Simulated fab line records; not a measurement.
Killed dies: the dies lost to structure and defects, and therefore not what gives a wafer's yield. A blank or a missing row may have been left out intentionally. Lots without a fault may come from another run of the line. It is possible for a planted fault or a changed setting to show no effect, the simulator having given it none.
fab line records ; flow nand_harc ; part 2 of 2: steps 5 to 6 of 6
[record] lots = 23; wafers = 69; last_day = 33
route steps=1302 shown A_CONTACT@1001
lots with no fault: from the same line, run without faults
start_h: the number of hours between the record's first day and the start of the first shown wafer of the lot ; wait_h: hours elapsed since this lot's preceding step ; " the same as in the row above ; L1.1+2: a row that stands for several wafers ; - no value, or no start given ; * or withheld: withheld ; < > ~ a bound
route shown NAME@n: NAME is a module with steps in the file, n the number in the route of the first one ; usual: the fault-free wafers' mean and standard deviation ; same: alike in all rows ; chamber/n: place in a boat ; sites: per-site readings ; _std_site: the values' standard deviation ; _edge_site: outer sites' mean less inner sites' ; radius_mm: for every site, how far away it sits from the centre of the wafer ; mask NAME#n: copy n ; behind: the most recent tool/chamber to have shaped the wafer ; hold: why the lot went on hold/how many hours it stayed there/how the hold came to an end ; device: names the non-switching transistor (n, p or np) ; end of line: tests run on the same wafers once the route is complete ; a step without rows: its recipe alone ; killed: count of dies lost to structure and defects at first sort (not the wafer's yield) ; map: shows each die of a wafer: x if killed, . if not, _ if none is there
set.NAME: the setting as run; set.NAME@STEP: as run at that earlier step ; model.NAME: the simulator's own value behind a step, which no gauge read
a sample of lots followed through the steps of the route, with each step as a table and each wafer as a row
services: when a tool's chamber went out of use (start_h, in hours from the record's first day, below 0 if earlier), for how many hours, and the reason
[[steps]]
[step NHARC_A_CONTACT_ETCH_78]
[recipe] target_depth_a = 53000; over_etch_frac = 0.3; time_s = 1378; ion_energy_ev = 150; o2_flow_sccm = 400; cos_flow_sccm = 20; ar_flow_sccm = 0; rf_w = 500; bias_w = 300; chemistry = O2/COS
[usual] drypump_motor_current_A = 5.7/0.44; oes_product_au = 0.992/0.012; rf_vpp_V = 313.2/1.8; showerhead_plenum_p_Torr = 3.07/0.1; throttle_valve_pct = 28.331/0.0093
lot.wafer;tool;chamber;start_h;wait_h;drypump_motor_current_A;oes_product_au;rf_hours_counter_h;rf_vpp_V;showerhead_plenum_p_Torr;throttle_valve_pct
L076.3;rie_diel-13;3;-;-;5.1;0.979;54;310.6;2.94;28.327
L076.4;rie_diel-13;0;-;-;5.9;0.979;45;316.9;3.19;28.314
L076.6;rie_diel-13;1;-;-;5.6;0.997;-;314.5;3.22;28.342
L075.4;rie_diel-06;2;-;-;5.8;0.984;3;313.0;3.00;28.348
L075.1;rie_diel-06;3;-;-;5.9;0.983;3;313.7;3.08;28.331
L075.5;rie_diel-06;3;-;-;5.9;0.984;-;314.4;3.08;28.327
L074.1;rie_diel-06;0;-;-;6.1;0.980;4;311.7;2.98;28.327
L074.6;rie_diel-06;1;-;-;4.8;0.969;-;313.4;3.04;28.329
L074.5;rie_diel-06;2;-;-;5.8;0.979;-;311.9;3.00;28.340
L079.3;rie_diel-06;3;-;-;5.9;0.982;10;313.6;3.08;28.340
L079.4;rie_diel-06;0;-;-;6.1;0.982;10;311.1;2.98;28.338
L079.5;rie_diel-06;0;-;-;6.1;0.985;-;311.6;2.98;28.317
L078.1;rie_diel-06;1;-;-;4.9;0.975;11;313.4;3.04;28.322
L078.3;rie_diel-06;3;-;-;5.9;0.978;11;312.5;3.08;28.335
L078.6;rie_diel-06;1;-;-;4.8;0.967;-;312.6;3.04;28.351
L081.4;rie_diel-13;0;-;-;5.9;0.997;10;316.7;3.18;28.332
L081.1;rie_diel-13;2;-;-;6.0;0.991;13;316.2;3.28;28.330
L081.6;rie_diel-13;1;-;-;5.6;1.003;-;313.3;3.21;28.332
L077.4;rie_diel-13;2;-;-;6.1;0.996;16;316.8;3.28;28.327
L077.5;rie_diel-13;2;-;-;6.1;0.997;-;317.2;3.28;28.326
L077.6;rie_diel-13;3;-;-;5.1;0.982;-;310.9;2.93;28.329
L080.4;rie_diel-13;0;-;-;5.9;0.995;16;316.3;3.18;28.325
L080.3;rie_diel-13;1;-;-;5.6;0.993;17;314.1;3.20;28.318
L080.5;rie_diel-13;1;-;-;5.6;0.990;-;316.3;3.20;28.326
L082.3;rie_diel-06;3;-;-;5.9;0.985;16;314.4;3.08;28.321
L082.1;rie_diel-06;0;-;-;6.1;1.000;16;309.9;2.98;28.327
L082.5;rie_diel-06;2;-;-;5.8;0.983;-;313.2;3.00;28.340
L083.1;rie_diel-06;3;-;-;5.9;0.981;17;312.6;3.08;28.329
L083.2;rie_diel-06;1;-;-;4.8;0.982;17;313.3;3.04;28.320
L083.6;rie_diel-06;0;-;-;6.2;0.982;-;312.3;2.97;28.322
L084.1;rie_diel-06;3;-;-;5.9;0.999;20;313.9;3.08;28.334
L084.6;rie_diel-06;3;-;-;5.9;0.998;-;315.0;3.08;28.314
L084.5;rie_diel-06;0;-;-;6.1;0.995;-;312.8;2.97;28.333
L085.3;rie_diel-01;1;-;-;5.6;1.024;21;313.6;3.19;28.328
L085.6;rie_diel-01;1;-;-;5.7;1.032;-;315.3;3.19;28.319
L085.5;rie_diel-01;2;-;-;5.9;0.999;-;313.3;3.04;28.328
L087.1;rie_diel-01;1;-;-;5.6;1.019;27;315.7;3.18;28.341
L087.6;rie_diel-01;0;-;-;5.9;0.969;-;314.4;3.12;28.317
L087.5;rie_diel-01;1;-;-;5.7;1.023;-;315.0;3.18;28.329
L089.2;rie_diel-06;3;-;-;5.9;0.993;29;313.2;3.07;28.322
L089.3;rie_diel-06;0;-;-;6.1;0.991;30;310.7;2.97;28.328
L089.5;rie_diel-06;1;-;-;4.9;0.994;-;311.4;3.03;28.318
L086.4;rie_diel-06;0;-;-;6.1;0.998;30;311.4;2.97;28.330
L086.2;rie_diel-06;1;-;-;4.9;0.985;28;310.6;3.03;28.327
L086.6;rie_diel-06;0;-;-;6.1;0.977;-;310.6;2.97;28.346
L090.2;rie_diel-01;3;-;-;6.3;1.006;34;311.9;2.91;28.348
L090.3;rie_diel-01;0;-;-;5.9;0.990;32;313.8;3.12;28.337
L090.4;rie_diel-01;1;-;-;5.7;1.019;33;313.8;3.18;28.339
L092.2;rie_diel-13;2;-;-;6.1;0.998;48;316.1;3.26;28.344
L092.1;rie_diel-13;1;-;-;5.5;0.993;48;314.7;3.19;28.347
L092.5;rie_diel-13;2;-;-;6.1;1.008;-;316.2;3.26;28.334
L091.2;rie_diel-13;0;-;-;5.9;0.979;49;314.7;3.16;28.312
L091.6;rie_diel-13;2;-;-;6.0;1.010;-;317.7;3.26;28.329
L091.5;rie_diel-13;3;-;-;5.1;0.993;-;311.9;2.92;28.332
L094.3;rie_diel-06;3;-;-;5.9;0.986;3;314.1;3.07;28.335
L094.4;rie_diel-06;0;-;-;6.1;0.991;3;313.3;2.97;28.336
L094.6;rie_diel-06;2;-;-;5.9;0.997;-;311.6;2.99;28.334
L093.4;rie_diel-06;3;-;-;5.9;0.987;4;314.5;3.07;28.328
L093.2;rie_diel-06;1;-;-;4.8;0.985;3;311.9;3.03;28.327
L093.5;rie_diel-06;0;-;-;6.1;0.992;-;310.2;2.97;28.331
L095.3;rie_diel-13;2;-;-;6.1;1.020;10;317.7;3.26;28.327
L095.5;rie_diel-13;0;-;-;5.9;1.008;-;314.3;3.16;28.351
L095.6;rie_diel-13;1;-;-;5.6;0.989;-;314.5;3.18;28.322
L096.1;rie_diel-06;0;-;-;6.1;1.001;8;310.4;2.96;28.344
L096.2;rie_diel-06;1;-;-;4.9;0.984;6;311.4;3.03;28.338
L096.5;rie_diel-06;0;-;-;6.1;1.010;-;311.6;2.96;28.343
L097.3;rie_diel-13;3;-;-;5.1;0.999;13;310.5;2.91;28.320
L097.4;rie_diel-13;0;-;-;5.9;0.984;12;314.7;3.16;28.323
L097.5;rie_diel-13;3;-;-;5.1;1.002;-;311.5;2.91;28.319
[step NHARC_A_CONTACT_ETCH_129]
[recipe] source_w = withheld; pressure_mtorr = 20; bias_v = 3000; time_s = 197; target_depth_a = 19180; ar_flow_sccm = withheld; c4f8_flow_sccm = withheld; o2_flow_sccm = withheld; chemistry = C4F8/O2/Ar
lot.wafer;tool;chamber;start_h;wait_h;rf_hours_counter_h
L076.4;har_cap_etch-03;0;509.54;0.1;-
L076.3;har_cap_etch-03;1;509.54;0.1;-
L076.6;har_cap_etch-03;0;509.54;0.1;-
L075.1;har_cap_etch-02;0;512.44;0.1;86
L075.4;har_cap_etch-02;1;512.44;0.1;-
L075.5;har_cap_etch-02;0;512.44;0.1;-
L074.1;har_cap_etch-03;0;515.57;0.1;44
L074.6;har_cap_etch-03;1;515.57;0.1;-
L074.5;har_cap_etch-03;0;515.57;0.1;-
L079.3;har_cap_etch-01;1;564.60;0.1;-
L079.4;har_cap_etch-01;0;564.60;0.1;-
L079.5;har_cap_etch-01;1;564.60;0.1;-
L078.1;har_cap_etch-02;1;567.53;0.1;94
L078.3;har_cap_etch-02;1;567.53;0.1;-
L078.6;har_cap_etch-02;0;567.53;0.1;-
L081.1;har_cap_etch-01;0;570.30;0.1;8
L081.4;har_cap_etch-01;1;570.30;0.1;-
L081.6;har_cap_etch-01;1;570.30;0.1;-
L077.4;har_cap_etch-02;1;577.00;0.1;-
L077.5;har_cap_etch-02;0;577.00;0.1;-
L077.6;har_cap_etch-02;1;577.00;0.1;-
L080.3;har_cap_etch-03;1;578.23;0.1;-
L080.4;har_cap_etch-03;0;578.23;0.1;-
L080.5;har_cap_etch-03;0;578.23;0.1;-
L082.1;har_cap_etch-01;1;587.54;0.1;13
L082.3;har_cap_etch-01;1;587.54;0.1;-
L082.5;har_cap_etch-01;1;587.54;0.1;-
L083.2;har_cap_etch-01;1;602.79;0.1;15
L083.1;har_cap_etch-01;0;602.79;0.1;15
L083.6;har_cap_etch-01;1;602.79;0.1;-
L084.1;har_cap_etch-03;1;619.72;0.1;61
L084.6;har_cap_etch-03;1;619.72;0.1;-
L084.5;har_cap_etch-03;0;619.72;0.1;-
L085.3;har_cap_etch-03;0;631.29;0.1;-
L085.5;har_cap_etch-03;1;631.29;0.1;-
L085.6;har_cap_etch-03;0;631.29;0.1;-
L087.1;har_cap_etch-02;0;649.48;0.1;109
L087.6;har_cap_etch-02;1;649.48;0.1;-
L087.5;har_cap_etch-02;0;649.48;0.1;-
L089.2;har_cap_etch-03;1;653.21;0.2;69
L089.3;har_cap_etch-03;1;653.21;0.2;-
L089.5;har_cap_etch-03;0;653.21;0.2;-
L086.2;har_cap_etch-01;1;655.16;0.1;24
L086.4;har_cap_etch-01;1;655.16;0.1;-
L086.6;har_cap_etch-01;1;655.16;0.1;-
L090.2;har_cap_etch-01;0;660.96;0.1;26
L090.4;har_cap_etch-01;0;660.96;0.1;-
L090.3;har_cap_etch-01;1;660.96;0.1;-
L092.1;har_cap_etch-02;0;671.11;0.1;114
L092.2;har_cap_etch-02;1;671.11;0.1;114
L092.5;har_cap_etch-02;0;671.11;0.1;-
L091.2;har_cap_etch-02;0;687.06;0.1;117
L091.6;har_cap_etch-02;0;687.06;0.1;-
L091.5;har_cap_etch-02;1;687.06;0.1;-
L094.3;har_cap_etch-01;1;693.15;0.1;-
L094.4;har_cap_etch-01;0;693.15;0.1;-
L094.6;har_cap_etch-01;1;693.15;0.1;-
L093.2;har_cap_etch-02;0;696.95;0.1;119
L093.4;har_cap_etch-02;1;696.95;0.1;-
L093.5;har_cap_etch-02;0;696.95;0.1;-
L095.3;har_cap_etch-02;0;727.65;0.1;-
L095.6;har_cap_etch-02;0;727.65;0.1;-
L095.5;har_cap_etch-02;1;727.65;0.1;-
L096.2;har_cap_etch-01;1;728.86;0.1;37
L096.1;har_cap_etch-01;0;728.86;0.1;37
L096.5;har_cap_etch-01;1;728.86;0.1;-
L097.4;har_cap_etch-01;0;737.35;0.1;-
L097.3;har_cap_etch-01;1;737.35;0.1;-
L097.5;har_cap_etch-01;0;737.35;0.1;-
[[services]]
tool;chamber;start_h;hours;kind
rie_diel-06;-;478.67;2.5;repair
acl_dep-03;-;483.33;13.0;pm
rie_diel-06;-;484.20;9.0;pm
rie_diel-13;1;485.28;3.4;repair
har_cap_etch-01;-;499.38;17.0;pm
rie_diel-13;3;517.00;2.9;repair
rie_diel-13;2;518.14;4.1;repair
rie_diel-13;-;520.08;9.0;pm
har_cap_etch-01;-;530.88;0.3;repair
rie_diel-01;2;573.91;10.4;repair
rie_diel-13;-;586.75;0.2;repair
acl_dep-02;-;609.28;13.0;pm
acl_dep-02;-;626.38;0.8;repair
rie_diel-01;0;630.12;3.1;repair
har_cap_etch-03;-;632.38;0.8;repair
har_cap_etch-01;-;638.77;0.6;repair
har_cap_etch-03;-;642.38;2.3;repair
rie_diel-06;-;660.48;0.3;repair
rie_diel-06;-;661.31;9.0;pm
acl_dep-03;-;665.44;13.0;pm
rie_diel-01;0;665.61;2.4;repair
rie_diel-06;1;670.89;15.1;repair
rie_diel-13;-;697.16;9.0;pm
rie_diel-01;-;734.83;9.0;pm
